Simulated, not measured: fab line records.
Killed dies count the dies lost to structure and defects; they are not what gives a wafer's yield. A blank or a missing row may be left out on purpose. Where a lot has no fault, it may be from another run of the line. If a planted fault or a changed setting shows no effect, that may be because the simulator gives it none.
Split-lot trial	flow n5 finfet	21 wafers read from 7 lots, route of 1938 steps

THE SPLIT ITSELF
At N5_HKMG_FIN_ETCH_55 (etches SOC in N2/H2, target depth 240 nm, time 300 s), the setting bias w was moved away from the recipe's 150 W on 9 of the 21 wafers read, by -7.4% to +17.7%. The other wafers ran this setting at the recipe's value.

The split's own step is where the reading is taken.

THE READING
rf vpp V, in V, at N5_HKMG_FIN_ETCH_55 (etches SOC in N2/H2, target depth 240 nm, time 300 s). On this fab line, fault-free wafers typically give 524 V with a standard deviation of 3.3 V.

wafer	tool, chamber at the split	bias w as run, W	against the recipe	rf vpp V, V	against lot-mates on the recipe
L074.1	rie diel-04, 2	164	+9.3%	553	+27
L074.2	rie diel-04, 0	150	recipe	528	-
L074.4	rie diel-04, 3	150	recipe	524	-
L081.3	rie diel-02, 1	150	recipe	529	-
L081.4	rie diel-02, 3	150	recipe	527	-
L081.6	rie diel-02, 0	138.9	-7.4%	504	-24
L083.1	rie diel-04, 1	161.2	+7.5%	545	+21
L083.5	rie diel-04, 3	150	recipe	524	-
L083.6	rie diel-04, 2	161.2	+7.5%	548	+24
L091.3	rie diel-02, 0	150	recipe	528	-
L091.4	rie diel-02, 1	163.3	+8.9%	558	+30
L091.5	rie diel-02, 1	150	recipe	527	-
L092.1	rie diel-05, 2	176.6	+17.7%	585	no lot-mate on the recipe
L092.3	rie diel-05, 3	176.6	+17.7%	583	no lot-mate on the recipe
L092.4	rie diel-05, 1	176.6	+17.7%	575	no lot-mate on the recipe
L095.1	rie diel-04, 3	150	recipe	523	-
L095.3	rie diel-04, 2	157.6	+5.1%	538	+16
L095.5	rie diel-04, 1	150	recipe	520	-
L097.1	rie diel-04, 1	150	recipe	520	-
L097.2	rie diel-04, 0	150	recipe	528	-
L097.3	rie diel-04, 2	150	recipe	520	-

THE FIT
A straight line over all 21 wafers: rf vpp V changes by +3.14 V for each +1% of bias w; r = +0.99; the points scatter about the line by 3.6 V.
The same after taking each lot's own level away (the mean of its wafers on the recipe; 18 wafers): +3.14 V for each +1%; r = +0.99; scatter 2.2 V.
The reading moves by 56 V for the largest change in bias w, on that fit.
Across the lots, their own levels run from 521.5 to 528.0 V, a range of 2.0 times the standard deviation given above.
So the lot-to-lot level changes the slope little: the two slopes agree.
Check: for one of the wafers moved furthest among these (+9.3%), held out of the fit, the line's prediction against its lot-mates is +29.9 V. Against them it came out at +27 V.
Tool readings at the split's step, against how far the setting was moved: rf vpp V r = +0.99.

THE OTHER SPLITS THESE WAFERS WENT THROUGH
Other splits were also applied to these wafers ahead of the reading. Each is held against what the fit with the lots' levels taken away leaves over:
other split on the same wafers	wafers away from the commonest value	r with rf vpp V (lot level and that fit taken away)
N5_WELL_APT_EXPOSE_05 dose mj	9	-0.08
N5_WELL_APT_DESCUM_13 time s	4	-0.24
N5_FIN_SAQP_ALD_61 temp c	10	-0.17
N5_FIN_SAQP_EXPOSE_13 dose mj	6	-0.01
N5_FIN_SAQP_MANDREL_ETCH_22 icp w	9	+0.03
N5_FIN_CUT_ETCH_21 bias w	5	+0.14
N5_SD_EPI_N_ETCH_16 target depth a	4	+0.10
N5_SD_ACTIVATION_LSA_01 temp c	9	+0.02
N5_HKMG_FIN_COAT_42 spin rpm	8	-0.33

THE WHOLE CHAIN: every reading that the file lists as answering this split, in the file's order
step	what it does	reading	change (the file's fit)	r (the file's)
N5_HKMG_FIN_ETCH_55	etches SOC in N2/H2, target depth 240 nm, time 300 s	rf vpp V	+3.12 V for each +1% of the setting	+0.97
N5_HKMG_FIN_ETCH_55	etches SOC in N2/H2, target depth 240 nm, time 300 s	SiARC_of_HKMG_FIN_COAT_42.thk nm (the simulator's own value, which no gauge read)	-0.162 nm for each +1% of the setting, in a fit together with spin rpm@HKMG_FIN_COAT_42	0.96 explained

FILE'S OWN FIT
rf vpp V changes by +3.12 V for each +1% of bias w, r = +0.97.
